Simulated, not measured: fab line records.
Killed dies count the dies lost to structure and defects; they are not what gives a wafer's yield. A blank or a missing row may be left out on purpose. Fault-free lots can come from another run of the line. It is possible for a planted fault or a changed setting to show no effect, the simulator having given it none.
The same fault as seen by 3 desks || flow n5Finfet || every desk sees just its own numbers, and what lay behind them comes last

THE TOOL OWNER'S DESK: rieDiel-03
The tool's own readings at N5_SD_EPI_P_ETCHBACK_46 (etches SiNx in CH3F/O2, stops on SiO2, target depth 17.5 nm): means of the sampled wafers that have a number, for each lot that ran on this tool. Any lot whose mean is over 4 standard deviations away from the usual mean is out of limits and marked OUT; that distance is given in the brackets.
Columns: A = CH3F_flow_sccm at N5_SD_EPI_P_ETCHBACK_46, usual 29.99 sccm; B = drypumpMotorCurrentA at N5_SD_EPI_P_ETCHBACK_46, usual 5.88 A; C = oesProductAu at N5_SD_EPI_P_ETCHBACK_46, usual 0.67 a.u.; D = rfVppV at N5_SD_EPI_P_ETCHBACK_46, usual 295 V; E = showerheadPlenumPTorr at N5_SD_EPI_P_ETCHBACK_46, usual 2.01 Torr; F = throttleValvePct at N5_SD_EPI_P_ETCHBACK_46, usual 16.27 %
{"lot": "L253", "first seen here": "day 3 06:36", "A": 29.92, "B": 5.97, "C": 0.68, "D": 285, "E": 2.04, "F": 16.22}
{"lot": "L260", "first seen here": "day 5 00:22", "A": 30.02, "B": 5.63, "C": 0.65, "D": 301, "E": 1.95, "F": 16.49}
{"lot": "L268", "first seen here": "day 7 00:34", "A": 29.91, "B": 5.78, "C": 0.57, "D": 295, "E": 2.02, "F": 16.42}
{"lot": "L271", "first seen here": "day 7 19:35", "A": 30.05, "B": 5.76, "C": 0.58, "D": 293, "E": 1.98, "F": 16.49}
Finding of this desk: none of the 4 lots has anything out of limits.

THE DEFECT DESK
What the inspections along the route counted, lot by lot: means of the sampled wafers that have a number. Any lot whose mean is over 4 standard deviations away from the usual mean is out of limits and marked OUT; that distance is given in the brackets.
Columns: A = rawDefectCount at N5_SD_EPI_P_INSPECT_11, usual 1.9
{"lot": "L253", "first seen here": "day 3 06:09", "A": 1.3}
{"lot": "L260", "first seen here": "day 4 23:55", "A": 1.0}
{"lot": "L268", "first seen here": "day 7 00:07", "A": 1.7}
{"lot": "L271", "first seen here": "day 7 18:46", "A": 1.7}
{"lot": "L275", "first seen here": "day 8 20:38", "A": 2.3}
{"lot": "L276", "first seen here": "day 8 23:01", "A": 3.3}
Finding of this desk: none of the 6 lots has anything out of limits.

FROM THE METROLOGY DESK
Means of the sampled wafers that have a number, per lot and without regard to the tool the lot ran on: this is what the gauges read. Any lot whose mean is over 4 standard deviations away from the usual mean is out of limits and marked OUT; that distance is given in the brackets.
Columns: A = cdNm at N5_SD_EPI_P_CD_MEAS_09, usual 240.8 nm; B = SD_P_BLK_OVL at N5_SD_EPI_P_OVL_MEAS_10, usual -0.6 nm
{"lot": "L253", "first seen here": "day 3 06:06", "A": 239.4, "B": -0.2}
{"lot": "L260", "first seen here": "day 4 23:52", "A": 239.7, "B": -0.2}
{"lot": "L268", "first seen here": "day 7 00:04", "A": 241.3, "B": -1.1}
{"lot": "L271", "first seen here": "day 7 18:43", "A": 239.6, "B": -0.5}
{"lot": "L275", "first seen here": "day 8 20:35", "A": 240.9, "B": -1.5}
{"lot": "L276", "first seen here": "day 8 22:58", "A": 239.0, "B": -1.0}
Finding of this desk: none of the 6 lots has anything out of limits.

PUT TOGETHER
The tool owner's desk saw nothing out of limits.
Nothing out of limits was seen by the defect desk.
The metrology desk saw nothing out of limits.

WHAT THE SIMULATOR HAD PUT IN
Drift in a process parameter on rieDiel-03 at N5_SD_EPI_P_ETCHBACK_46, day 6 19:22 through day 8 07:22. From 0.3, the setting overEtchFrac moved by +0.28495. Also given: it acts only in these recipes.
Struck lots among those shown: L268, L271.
